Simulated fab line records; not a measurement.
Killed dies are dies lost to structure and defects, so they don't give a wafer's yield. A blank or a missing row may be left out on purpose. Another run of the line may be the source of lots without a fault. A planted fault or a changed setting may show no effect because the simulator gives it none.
Chamber matching | flow n5-finfet | N5_PASSIVATION_DESCUM_46 on rie-diel-05 has 4 sister chambers
The step chemistry O2, time 7.9 s. 8 wafers are shown with their chamber, then 6 later ones without.

== WAFERS WITH THEIR CHAMBER ==
wafer  | chamber | showerhead-plenum-p-Torr (Torr) | oes-product-au (a.u.)
L661.2 | 3       | 2.14                            | 0.93
L661.3 | 1       | 2.19                            | 0.70
L665.4 | 3       | 2.14                            | 0.91
L668.1 | 2       | 2.00                            | 0.75
L668.2 | 0       | 2.20                            | 0.78
L668.3 | 1       | 2.18                            | 0.69
L669.1 | 0       | 2.20                            | 0.78
L669.6 | 2       | 1.99                            | 0.76

== WAFERS WITH NO CHAMBER GIVEN ==
wafer  | showerhead-plenum-p-Torr (Torr) | oes-product-au (a.u.)
L674.1 | 2.14                            | 0.88
L674.2 | 1.99                            | 0.76
L674.6 | 1.99                            | 0.76
L671.3 | 2.18                            | 0.69
L671.4 | 2.18                            | 0.68
L671.5 | 1.99                            | 0.75

== WHICH CHAMBER EACH WENT THROUGH ==
wafer  | from the rows above | in truth
L674.1 | 3                   | 3
L674.2 | 2                   | 2
L674.6 | 2                   | 2
L671.3 | 1                   | 1
L671.4 | 1                   | 1
L671.5 | 2                   | 2
6 of 6 placed correctly. From these rows, 0 cannot be placed. Wrongly placed: 0.
How it was worked out, from the rows above alone: a wafer's distance from a chamber is the root of the sum, over the readings, of the square of ((its reading less the chamber's mean) divided by the reading's scatter). The wafer belongs to the nearest chamber; if the next one is less than 2 further off, it can't be placed. The mean given for a chamber averages the wafers shown for that chamber. The scatter: the root of (the sum of the squares of (reading less its chamber's mean) over the shown wafers, divided by (wafers less chambers)).
